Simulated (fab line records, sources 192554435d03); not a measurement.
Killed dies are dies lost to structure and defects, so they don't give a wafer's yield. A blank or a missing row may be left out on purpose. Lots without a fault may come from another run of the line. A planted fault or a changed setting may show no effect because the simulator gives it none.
fab line records | flow n5_finfet
record lots=15 wafers=45 last_day=18
route steps=1938 shown MIM_TOP@1838 MIM_TOP_LITHO@1848 PAD_METAL@1896 PASSIVATION@1922
lots that met no fault: from a run of the same line without faults
start_h: hours from the record's first day to the start of the lot's first wafer shown | wait_h: hours since the lot's step before | " the same as in the row above | L1.1+2: a row that stands for several wafers | - no value, or no start given | * or withheld: withheld | < > ~ a bound
route shown NAME@n: a module of which the file shows steps, and the number in the route of the first | usual: mean/standard deviation of fault-free wafers | same: alike in all rows | chamber/n: place in a boat | sites: the reading at each site | _std_site: their standard deviation | _edge_site: outer sites' mean less inner sites' | radius_mm: how far each site lies from the wafer's centre | mask NAME#n: copy n | behind: the tool/chamber that last shaped the wafer | hold: why the lot was held/for how many hours/how that ended | device: the transistor (n, p or np) that didn't switch | end of line: the same wafers' tests at the end of the route | a step without rows: its recipe alone | killed: dies lost to structure and defects at the first sort, not the wafer's yield | map: a wafer's dies, x killed, . not, _ none there
set.NAME: the setting as run; set.NAME@STEP: as run at that earlier step | model.NAME: the simulator's own value behind a step, which no gauge read
steps of the route over a sample of lots; a table a step, a row a wafer
services: from which hour (start_h, from the record's first day; less than 0 if before it) a tool's chamber was out of use, for how many hours, and why
## steps
# step N5_MIM_TOP_SPUTTER_03
# recipe material=TiN target_thk_a=350 temp_c=200 power_w=3000 chamber_pressure_pa=0.49996 gas=Ar reactive_partial_pa=0.37997 time_s=89.7
# usual chamber_pressure_pa=0.4999/0.001 throttle_valve_pct=30.3/1.1
# columns lot.wafer tool chamber start_h wait_h chamber_pressure_pa throttle_valve_pct
L234.1 pvd_sputter-02 - 262.63 0.0 0.4994 31.0
L234.3 " - " " 0.4998 31.2
L234.6 " - " " 0.4993 31.3
L236.1 pvd_sputter-03 - 279.89 0.0 0.4981 29.1
L236.2 " - " " 0.5011 31.5
L236.6 " - " " 0.4999 31.3
L237.3 pvd_sputter-03 - 280.65 0.0 0.5000 31.2
L237.4 " - " " 0.4997 29.3
L237.5 " - " " 0.5004 31.4
L238.1 pvd_sputter-03 - 280.77 0.0 0.4989 31.4
L238.4 " - " " 0.5004 29.1
L238.5 " - " " 0.5011 31.6
L239.2 pvd_sputter-02 - 283.14 0.0 0.5005 31.4
L239.3 " - " " 0.4994 30.9
L239.5 " - " " 0.4999 31.2
L240.2 pvd_sputter-03 - 291.53 0.0 0.4991 31.6
L240.3 " - " " 0.5023 31.5
L240.6 " - " " 0.5022 31.5
L242.1 pvd_sputter-03 - 303.24 0.0 0.4995 31.5
L242.3 " - " " 0.5028 31.3
L242.4 " - " " 0.5009 29.4
L243.1 pvd_sputter-01 - 311.79 0.0 0.4988 29.6
L243.3 " - " " 0.5005 31.0
L243.6 " - " " 0.5003 30.8
L244.1 pvd_sputter-02 - 314.71 0.0 0.5002 31.3
L244.4 " - " " 0.4994 31.0
L244.5 " - " " 0.5018 29.8
L248.2 pvd_sputter-01 - 336.06 0.0 0.5012 29.6
L248.3 " - " " 0.5024 31.0
L248.4 " - " " 0.4983 28.9
L252.1 pvd_sputter-02 - 395.58 0.0 0.4995 29.6
L252.4 " - " " 0.5006 31.4
L252.5 " - " " 0.4995 31.0
L253.1 pvd_sputter-03 - 395.81 0.0 0.4995 28.6
L253.2 " - " " 0.4979 31.6
L253.4 " - " " 0.5011 29.2
L256.2 pvd_sputter-03 - 400.01 0.0 0.5000 31.4
L256.3 " - " " 0.4997 29.3
L256.5 " - " " 0.5009 29.3
L254.2 pvd_sputter-03 - 402.21 0.0 0.4993 31.6
L254.3 " - " " 0.5002 28.9
L254.6 " - " " 0.4993 31.6
L255.3 pvd_sputter-01 - 422.37 0.0 0.5014 29.4
L255.4 " - " " 0.5011 31.0
L255.5 " - " " 0.5013 29.4
# step N5_MIM_TOP_LITHO_OVL_MEAS_11
# recipe points_per_wafer=44
# usual MIM_TOP_OVL=-1/5.3
# columns lot.wafer tool chamber start_h wait_h MIM_TOP_OVL[nm]
L234.1 overlay-02 0 263.05 0.0 -3
L234.3 " 0 " " -10
L234.6 " 0 " " -9
L236.1 overlay-01 0 280.32 0.0 -2
L236.2 " 0 " " 1
L236.6 " 0 " " -4
L237.3 overlay-02 0 281.20 0.0 -2
L237.4 " 0 " " -10
L237.5 " 0 " " -6
L238.1 overlay-02 0 281.36 0.0 -1
L238.4 " 0 " " 0
L238.5 " 0 " " 4
L239.2 overlay-02 0 283.68 0.0 6
L239.3 " 0 " " 6
L239.5 " 0 " " 9
L240.2 overlay-02 0 291.95 0.0 1
L240.3 " 0 " " -4
L240.6 " 0 " " -5
L242.1 overlay-02 0 303.82 0.0 -3
L242.3 " 0 " " -3
L242.4 " 0 " " -3
L243.1 overlay-01 0 312.33 0.0 10
L243.3 " 0 " " -3
L243.6 " 0 " " -4
L244.1 overlay-02 0 315.13 0.0 1
L244.4 " 0 " " -1
L244.5 " 0 " " -3
L248.2 overlay-01 0 336.61 0.0 0
L248.3 " 0 " " 10
L248.4 " 0 " " 7
L252.1 overlay-01 0 396.00 0.0 -1
L252.4 " 0 " " -6
L252.5 " 0 " " -1
L253.1 overlay-02 0 396.23 0.0 -8
L253.2 " 0 " " -7
L253.4 " 0 " " -9
L256.2 overlay-01 0 400.56 0.0 9
L256.3 " 0 " " 4
L256.5 " 0 " " 5
L254.2 overlay-01 0 402.76 0.0 -6
L254.3 " 0 " " -7
L254.6 " 0 " " -4
L255.3 overlay-01 0 422.91 0.0 -4
L255.4 " 0 " " -4
L255.5 " 0 " " -8
# step N5_PASSIVATION_AL_DEP_21
# recipe material=Al target_thk_a=28000 temp_c=400 time_s=170 power_w=30000 chamber_pressure_pa=0.4 gas=Ar
# usual chamber_pressure_pa=0.4000/0.0008 throttle_valve_pct=30.3/1.1
# columns lot.wafer tool chamber start_h wait_h chamber_pressure_pa throttle_valve_pct
L234.1 pvd_sputter-02 - 267.64 0.1 0.4000 30.8
L234.3 " - " " 0.4004 29.5
L234.6 " - " " 0.3994 31.1
L236.1 pvd_sputter-02 - 285.85 0.1 0.4012 29.7
L236.2 " - " " 0.3991 30.7
L236.6 " - " " 0.3995 31.3
L237.3 pvd_sputter-02 - 286.63 0.1 0.3999 31.1
L237.4 " - " " 0.4017 31.3
L237.5 " - " " 0.4016 29.6
L238.1 pvd_sputter-03 - 286.84 0.1 0.4002 29.1
L238.4 " - " " 0.4009 31.3
L238.5 " - " " 0.4000 29.1
L239.2 pvd_sputter-01 - 288.62 0.1 0.3992 30.9
L239.3 " - " " 0.3996 29.7
L239.5 " - " " 0.4011 28.7
L240.2 pvd_sputter-01 - 296.41 0.1 0.3994 31.3
L240.3 " - " " 0.3999 28.8
L240.6 " - " " 0.4011 29.4
L242.1 pvd_sputter-03 - 309.20 0.1 0.4014 31.4
L242.3 " - " " 0.4004 28.6
L242.4 " - " " 0.3988 29.3
L243.1 pvd_sputter-02 - 315.97 0.1 0.4001 31.0
L243.3 " - " " 0.4006 29.8
L243.6 " - " " 0.3998 31.2
L244.1 pvd_sputter-03 - 319.03 0.1 0.3997 29.1
L244.4 " - " " 0.3993 29.4
L244.5 " - " " 0.4005 31.4
L248.2 pvd_sputter-02 - 342.47 0.1 0.3994 31.2
L248.3 " - " " 0.4004 29.8
L248.4 " - " " 0.4002 30.9
L252.1 pvd_sputter-03 - 401.37 0.1 0.3989 29.4
L252.4 " - " " 0.4006 31.5
L252.5 " - " " 0.4007 31.6
L253.1 pvd_sputter-02 - 401.91 0.1 0.3989 31.1
L253.2 " - " " 0.3994 29.6
L253.4 " - " " 0.4002 31.2
L256.2 pvd_sputter-03 - 406.57 0.1 0.4005 29.0
L256.3 " - " " 0.3998 31.5
L256.5 " - " " 0.3993 31.6
L254.2 pvd_sputter-03 - 406.99 0.1 0.4003 29.3
L254.3 " - " " 0.4008 31.4
L254.6 " - " " 0.4007 29.1
L255.3 pvd_sputter-02 - 428.71 0.1 0.3996 31.2
L255.4 " - " " 0.3999 31.1
L255.5 " - " " 0.3999 29.5
# step N5_PASSIVATION_PEB_42
# recipe peb_temp_c=withheld peb_time_s=*
# usual chill_plate_temp_C=* exhaust_pa=45.1/0.96
# columns lot.wafer tool chamber start_h wait_h chill_plate_temp_C exhaust_pa
L234.1 litho_track-04 0 269.73 0.1 * 44.3
L234.3 " 0 " " * 44.6
L234.6 " 0 " " * 45.0
L236.1 litho_track-01 0 287.95 0.1 * 46.4
L236.2 " 0 " " * 45.7
L236.6 " 0 " " * 46.2
L237.3 litho_track-01 0 288.85 0.0 * 45.4
L237.4 " 0 " " * 44.7
L237.5 " 0 " " * 44.9
L238.1 litho_track-01 0 289.20 0.1 * 44.2
L238.4 " 0 " " * 44.5
L238.5 " 0 " " * 44.2
L239.2 litho_track-05 0 291.47 0.0 * 46.4
L239.3 " 0 " " * 45.2
L239.5 " 0 " " * 46.6
L240.2 litho_track-05 0 298.65 0.0 * 46.7
L240.3 " 0 " " * 44.9
L240.6 " 0 " " * 46.2
L242.1 litho_track-01 - 311.53 0.1 - -
L242.3 " - " " - -
L242.4 " - " " - -
L243.1 litho_track-05 - 318.16 0.1 - -
L243.3 " - " " - -
L243.6 " - " " - -
L244.1 litho_track-01 - 321.35 0.1 - -
L244.4 " - " " - -
L244.5 " - " " - -
L248.2 litho_track-04 0 345.49 0.0 * 46.1
L248.3 " 0 " " * 44.9
L248.4 " 0 " " * 45.5
L252.1 litho_track-05 0 403.47 0.1 * 45.0
L252.4 " 0 " " * 45.9
L252.5 " 0 " " * 45.4
L253.1 litho_track-01 0 404.42 0.1 * 44.9
L253.2 " 0 " " * 45.7
L253.4 " 0 " " * 44.5
L256.2 litho_track-04 0 408.82 0.0 * 45.9
L256.3 " 0 " " * 45.2
L256.5 " 0 " " * 45.4
L254.2 litho_track-01 0 409.36 0.0 * 44.5
L254.3 " 0 " " * 44.4
L254.6 " 0 " " * 44.0
L255.3 litho_track-01 0 431.18 0.0 * 45.0
L255.4 " 0 " " * 44.9
L255.5 " 0 " " * 43.3
## services
# columns tool chamber start_h hours kind
litho_track-04 - 245.20 - consumable_replace:filter
litho_track-05 - 348.22 - consumable_replace:filter
pvd_sputter-01 - 389.72 7.3 repair
pvd_sputter-02 - 424.50 1.4 repair
## key
first_sign step=N5_PASSIVATION_PEB_42 reading=tool_record direction=missing
effect none on later readings
met_at N5_PASSIVATION_PEB_42
struck_lots L242,L243,L244
later_rows_left_out L242.1,L242.3,L242.4,L243.1,L243.3,L243.6,L244.1,L244.4,L244.5
sort_left_out L242.1,L242.3,L242.4,L243.1,L243.3,L243.6,L244.1,L244.4,L244.5
not_acting_at N5_MIM_TOP_SPUTTER_03,N5_MIM_TOP_LITHO_OVL_MEAS_11,N5_PASSIVATION_AL_DEP_21
onset_between 298.65 311.53
fault kind=skipped_step_whole tool=litho_track-01,litho_track-05 chamber=- onset_h=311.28 steps=N5_PASSIVATION_PEB_42 scope=struck_lots_only
# sort_left_out: the simulated sort isn't trusted on such a fault, so these wafers' sort isn't shown, and their yield isn't known
# later_rows_left_out: the simulator's readings of these wafers behind a module that went badly wrong aren't trusted and aren't shown, but for the sort
